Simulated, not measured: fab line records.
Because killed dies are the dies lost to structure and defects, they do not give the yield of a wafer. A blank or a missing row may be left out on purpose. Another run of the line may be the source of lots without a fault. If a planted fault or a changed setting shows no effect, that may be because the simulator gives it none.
Chamber matching -- flow n5-finfet -- 4 sister chambers for N5_SPACER0_ALD_08 on ald-sin-01
The step deposits SiNx, target thk 2 nm. 8 wafers are shown with their chamber, then 8 later ones without.

EACH WAFER AND ITS CHAMBER
wafer,chamber,heater-power-w (W)
L081.6,3,724
L082.2,3,736
L083.4,1,826
L083.6,1,823
L084.3,0,854
L084.4,2,684
L084.5,2,661
L085.2,0,873

WAFERS WHOSE CHAMBER IS MISSING
wafer,heater-power-w (W)
L085.3,752
L085.6,671
L093.1,810
L093.5,813
L093.6,884
L097.2,685
L097.3,733
L097.6,877

CHAMBER TAKEN BY EACH
wafer,from the rows above,in truth
L085.3,3,3
L085.6,2,2
L093.1,1,1
L093.5,1,1
L093.6,0,0
L097.2,2,2
L097.3,3,3
L097.6,0,0
Correctly placed: 8 of 8. Not placeable from these rows: 0. 0 placed wrongly.
How it was worked out, from the rows above alone: a wafer's distance from a chamber is the root of the sum, over the readings, of the square of ((its reading less the chamber's mean) divided by the reading's scatter). The wafer belongs to the nearest chamber; if the next one is less than 2 further off, it can't be placed. The mean given for a chamber averages the wafers shown for that chamber. The scatter is the square root of a quotient: the sum, over the shown wafers, of each reading's squared deviation from its chamber's mean, divided by wafers minus chambers.
